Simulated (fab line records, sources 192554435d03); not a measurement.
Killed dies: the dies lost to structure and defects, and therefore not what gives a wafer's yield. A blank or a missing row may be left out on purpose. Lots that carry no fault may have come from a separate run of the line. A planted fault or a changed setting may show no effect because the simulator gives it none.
Lot-split experiment || flow n5-finfet || on a route of 1938 steps: 7 lots, 39 wafers read

THE SPLIT
At N5_BEOL_M2_DESCUM_33 (chemistry O2, time 7 s), the setting time-s was moved away from the recipe's 7 s on 12 of the 39 wafers read, by -23.3% to +34.0%. All remaining wafers had this setting at the recipe value.

FROM THE SPLIT TO THE READING: what the file shows between them, 3 steps
- N5_BEOL_M2_ETCH_77: etches underlayer in N2/H2, target depth 6.5 nm, time 5.2 s
- N5_BEOL_M2_ETCH_69: etches SiARC in CF4, target depth 15.6 nm, time 26 s
- N5_BEOL_M2_ALD_98: deposits SiO2, target thk 2.5 nm, pulse time 1 s, co reactant pulse time 1 s

THE READING
CAR-EUV_of_BEOL_M2_COAT_22.thk-nm (the simulator's own value, which no gauge read), in nm, at N5_BEOL_M2_ETCHBACK_99 (etches SiO2 in CHF3, target depth 5 nm, time 10.4 s). The file does not state a usual value for it. Here, 27 wafers ran the recipe; their average is 10.4 nm with a standard deviation of 0.13 nm.

{"wafer": "L074.1", "tool, chamber at the split": "rie-diel-04, 0,1,2", "time-s as run, s": 7, "against the recipe": "recipe", "CAR-EUV_of_BEOL_M2_COAT_22.thk-nm, nm": 10.6, "against lot-mates on the recipe": "-"}
{"wafer": "L074.2", "tool, chamber at the split": "rie-diel-04, 0,1,2", "time-s as run, s": 7, "against the recipe": "recipe", "CAR-EUV_of_BEOL_M2_COAT_22.thk-nm, nm": 10.6, "against lot-mates on the recipe": "-"}
{"wafer": "L074.3", "tool, chamber at the split": "rie-diel-04, 0,1,2", "time-s as run, s": 7, "against the recipe": "recipe", "CAR-EUV_of_BEOL_M2_COAT_22.thk-nm, nm": 10.4, "against lot-mates on the recipe": "-"}
{"wafer": "L074.4", "tool, chamber at the split": "rie-diel-04, 3", "time-s as run, s": 5.372, "against the recipe": "-23.3%", "CAR-EUV_of_BEOL_M2_COAT_22.thk-nm, nm": 11.2, "against lot-mates on the recipe": "+0.7"}
{"wafer": "L074.5", "tool, chamber at the split": "rie-diel-04, 3,0", "time-s as run, s": 5.372, "against the recipe": "-23.3%", "CAR-EUV_of_BEOL_M2_COAT_22.thk-nm, nm": 11.2, "against lot-mates on the recipe": "+0.7"}
{"wafer": "L074.6", "tool, chamber at the split": "rie-diel-04, 3,0", "time-s as run, s": 5.372, "against the recipe": "-23.3%", "CAR-EUV_of_BEOL_M2_COAT_22.thk-nm, nm": 11.4, "against lot-mates on the recipe": "+0.9"}
{"wafer": "L079.1", "tool, chamber at the split": "rie-diel-03, 1,2,2", "time-s as run, s": 7, "against the recipe": "recipe", "CAR-EUV_of_BEOL_M2_COAT_22.thk-nm, nm": 10.6, "against lot-mates on the recipe": "-"}
{"wafer": "L079.3", "tool, chamber at the split": "rie-diel-03, 1,2,2", "time-s as run, s": 7, "against the recipe": "recipe", "CAR-EUV_of_BEOL_M2_COAT_22.thk-nm, nm": 10.6, "against lot-mates on the recipe": "-"}
{"wafer": "L079.6", "tool, chamber at the split": "rie-diel-03, 1,2,2", "time-s as run, s": 7, "against the recipe": "recipe", "CAR-EUV_of_BEOL_M2_COAT_22.thk-nm, nm": 10.6, "against lot-mates on the recipe": "-"}
{"wafer": "L079.2", "tool, chamber at the split": "rie-diel-03, 3,0", "time-s as run, s": 8.746, "against the recipe": "+24.9%", "CAR-EUV_of_BEOL_M2_COAT_22.thk-nm, nm": 9.6, "against lot-mates on the recipe": -1.0}
{"wafer": "L079.4", "tool, chamber at the split": "rie-diel-03, 3,0", "time-s as run, s": 8.746, "against the recipe": "+24.9%", "CAR-EUV_of_BEOL_M2_COAT_22.thk-nm, nm": 9.6, "against lot-mates on the recipe": -1.0}
{"wafer": "L079.5", "tool, chamber at the split": "rie-diel-03, 1", "time-s as run, s": 8.746, "against the recipe": "+24.9%", "CAR-EUV_of_BEOL_M2_COAT_22.thk-nm, nm": 9.8, "against lot-mates on the recipe": -0.8}
{"wafer": "L078.1", "tool, chamber at the split": "rie-diel-03, 3,0,0", "time-s as run, s": 7, "against the recipe": "recipe", "CAR-EUV_of_BEOL_M2_COAT_22.thk-nm, nm": 10.2, "against lot-mates on the recipe": "-"}
{"wafer": "L078.2", "tool, chamber at the split": "rie-diel-03, 3,0,0", "time-s as run, s": 7, "against the recipe": "recipe", "CAR-EUV_of_BEOL_M2_COAT_22.thk-nm, nm": 10.2, "against lot-mates on the recipe": "-"}
{"wafer": "L078.6", "tool, chamber at the split": "rie-diel-03, 3,0,0", "time-s as run, s": 7, "against the recipe": "recipe", "CAR-EUV_of_BEOL_M2_COAT_22.thk-nm, nm": 10.2, "against lot-mates on the recipe": "-"}
{"wafer": "L078.3", "tool, chamber at the split": "rie-diel-03, 1", "time-s as run, s": 9.377, "against the recipe": "+34.0%", "CAR-EUV_of_BEOL_M2_COAT_22.thk-nm, nm": 9.2, "against lot-mates on the recipe": -1.0}
{"wafer": "L078.5", "tool, chamber at the split": "rie-diel-03, 1", "time-s as run, s": 9.377, "against the recipe": "+34.0%", "CAR-EUV_of_BEOL_M2_COAT_22.thk-nm, nm": 9.2, "against lot-mates on the recipe": -1.0}
{"wafer": "L078.4", "tool, chamber at the split": "rie-diel-03, 3", "time-s as run, s": 9.377, "against the recipe": "+34.0%", "CAR-EUV_of_BEOL_M2_COAT_22.thk-nm, nm": 9, "against lot-mates on the recipe": -1.2}
{"wafer": "L082.1", "tool, chamber at the split": "rie-diel-01, 1,3,0,2,3,0", "time-s as run, s": 7, "against the recipe": "recipe", "CAR-EUV_of_BEOL_M2_COAT_22.thk-nm, nm": 10.4, "against lot-mates on the recipe": "-"}
{"wafer": "L082.2", "tool, chamber at the split": "rie-diel-01, 1,3,0,2,3,0", "time-s as run, s": 7, "against the recipe": "recipe", "CAR-EUV_of_BEOL_M2_COAT_22.thk-nm, nm": 10.4, "against lot-mates on the recipe": "-"}
{"wafer": "L082.3", "tool, chamber at the split": "rie-diel-01, 1,3,0,2,3,0", "time-s as run, s": 7, "against the recipe": "recipe", "CAR-EUV_of_BEOL_M2_COAT_22.thk-nm, nm": 10.4, "against lot-mates on the recipe": "-"}
{"wafer": "L082.4", "tool, chamber at the split": "rie-diel-01, 1,3,0,2,3,0", "time-s as run, s": 7, "against the recipe": "recipe", "CAR-EUV_of_BEOL_M2_COAT_22.thk-nm, nm": 10.4, "against lot-mates on the recipe": "-"}
{"wafer": "L082.5", "tool, chamber at the split": "rie-diel-01, 1,3,0,2,3,0", "time-s as run, s": 7, "against the recipe": "recipe", "CAR-EUV_of_BEOL_M2_COAT_22.thk-nm, nm": 10.4, "against lot-mates on the recipe": "-"}
{"wafer": "L082.6", "tool, chamber at the split": "rie-diel-01, 1,3,0,2,3,0", "time-s as run, s": 7, "against the recipe": "recipe", "CAR-EUV_of_BEOL_M2_COAT_22.thk-nm, nm": 10.4, "against lot-mates on the recipe": "-"}
{"wafer": "L089.1", "tool, chamber at the split": "rie-diel-01, 3,1,2", "time-s as run, s": 8.919, "against the recipe": "+27.4%", "CAR-EUV_of_BEOL_M2_COAT_22.thk-nm, nm": 9.4, "against lot-mates on the recipe": -1.0}
{"wafer": "L089.2", "tool, chamber at the split": "rie-diel-01, 3,1,2", "time-s as run, s": 8.919, "against the recipe": "+27.4%", "CAR-EUV_of_BEOL_M2_COAT_22.thk-nm, nm": 9.4, "against lot-mates on the recipe": -1.0}
{"wafer": "L089.3", "tool, chamber at the split": "rie-diel-01, 0,3", "time-s as run, s": 7, "against the recipe": "recipe", "CAR-EUV_of_BEOL_M2_COAT_22.thk-nm, nm": 10.4, "against lot-mates on the recipe": "-"}
{"wafer": "L089.5", "tool, chamber at the split": "rie-diel-01, 0,3", "time-s as run, s": 7, "against the recipe": "recipe", "CAR-EUV_of_BEOL_M2_COAT_22.thk-nm, nm": 10.4, "against lot-mates on the recipe": "-"}
{"wafer": "L089.6", "tool, chamber at the split": "rie-diel-01, 2", "time-s as run, s": 7, "against the recipe": "recipe", "CAR-EUV_of_BEOL_M2_COAT_22.thk-nm, nm": 10.4, "against lot-mates on the recipe": "-"}
{"wafer": "L089.4", "tool, chamber at the split": "rie-diel-01, 3,1,2", "time-s as run, s": 8.919, "against the recipe": "+27.4%", "CAR-EUV_of_BEOL_M2_COAT_22.thk-nm, nm": 9.6, "against lot-mates on the recipe": -0.8}
{"wafer": "L091.1", "tool, chamber at the split": "rie-diel-04, 1", "time-s as run, s": 7, "against the recipe": "recipe", "CAR-EUV_of_BEOL_M2_COAT_22.thk-nm, nm": 10.4, "against lot-mates on the recipe": "-"}
{"wafer": "L091.2", "tool, chamber at the split": "rie-diel-04, 3,0", "time-s as run, s": 7, "against the recipe": "recipe", "CAR-EUV_of_BEOL_M2_COAT_22.thk-nm, nm": 10.6, "against lot-mates on the recipe": "-"}
{"wafer": "L091.3", "tool, chamber at the split": "rie-diel-04, 3,0", "time-s as run, s": 7, "against the recipe": "recipe", "CAR-EUV_of_BEOL_M2_COAT_22.thk-nm, nm": 10.6, "against lot-mates on the recipe": "-"}
{"wafer": "L095.1", "tool, chamber at the split": "rie-diel-01, 2,1,2", "time-s as run, s": 7, "against the recipe": "recipe", "CAR-EUV_of_BEOL_M2_COAT_22.thk-nm, nm": 10.4, "against lot-mates on the recipe": "-"}
{"wafer": "L095.3", "tool, chamber at the split": "rie-diel-01, 0,3,1", "time-s as run, s": 7, "against the recipe": "recipe", "CAR-EUV_of_BEOL_M2_COAT_22.thk-nm, nm": 10.4, "against lot-mates on the recipe": "-"}
{"wafer": "L095.4", "tool, chamber at the split": "rie-diel-01, 0,3,1", "time-s as run, s": 7, "against the recipe": "recipe", "CAR-EUV_of_BEOL_M2_COAT_22.thk-nm, nm": 10.4, "against lot-mates on the recipe": "-"}
{"wafer": "L095.6", "tool, chamber at the split": "rie-diel-01, 0,3,1", "time-s as run, s": 7, "against the recipe": "recipe", "CAR-EUV_of_BEOL_M2_COAT_22.thk-nm, nm": 10.4, "against lot-mates on the recipe": "-"}
{"wafer": "L095.2", "tool, chamber at the split": "rie-diel-01, 2,1,2", "time-s as run, s": 7, "against the recipe": "recipe", "CAR-EUV_of_BEOL_M2_COAT_22.thk-nm, nm": 10.6, "against lot-mates on the recipe": "-"}
{"wafer": "L095.5", "tool, chamber at the split": "rie-diel-01, 2,1,2", "time-s as run, s": 7, "against the recipe": "recipe", "CAR-EUV_of_BEOL_M2_COAT_22.thk-nm, nm": 10.6, "against lot-mates on the recipe": "-"}
Where a row lists several chambers, the file gives one row for several wafers and doesn't say which wafer went through which chamber.

THE FIT
A straight line over all 39 wafers: CAR-EUV_of_BEOL_M2_COAT_22.thk-nm changes by -0.0358 nm for each +1% of time-s; r = -0.97; the points scatter about the line by 0.13 nm.
The same after taking each lot's own level away (the mean of its wafers on the recipe; 39 wafers): -0.0331 nm for each +1%; r = -0.99; scatter 0.084 nm.
The reading moves by 1.1 nm for the largest change in time-s, on that fit.
The lots' own levels span 10.20 to 10.60 nm, that is 3.2 times the standard deviation above.
The two slopes are in agreement: the lot-to-lot level therefore moves the slope only a little.
Check: -1.15 nm against its lot-mates is what the line predicts for one of the wafers moved furthest among these (+34.0%) when that wafer is left out of the fit. It came out at -1 nm against them.

THE WHOLE CHAIN: every reading that the file lists as answering this split, in the file's order
{"step": "N5_BEOL_M2_DESCUM_33", "what it does": "chemistry O2, time 7 s", "reading": "CAR-EUV_of_BEOL_M2_COAT_22.thk-nm (the simulator's own value, which no gauge read)", "change (the file's fit)": "-0.0355 nm for each +1% of the setting", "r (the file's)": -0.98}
{"step": "N5_BEOL_M2_ETCH_69", "what it does": "etches SiARC in CF4, target depth 15.6 nm, time 26 s", "reading": "CAR-EUV_of_BEOL_M2_COAT_22.thk-nm (the simulator's own value, which no gauge read)", "change (the file's fit)": "-0.034 nm for each +1% of the setting", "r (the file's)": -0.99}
{"step": "N5_BEOL_M2_ETCHBACK_99", "what it does": "etches SiO2 in CHF3, target depth 5 nm, time 10.4 s", "reading": "CAR-EUV_of_BEOL_M2_COAT_22.thk-nm (the simulator's own value, which no gauge read)", "change (the file's fit)": "-0.0333 nm for each +1% of the setting", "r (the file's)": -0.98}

THE FILE'S OWN FIT
CAR-EUV_of_BEOL_M2_COAT_22.thk-nm changes by -0.0333 nm for each +1% of time-s, r = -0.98.
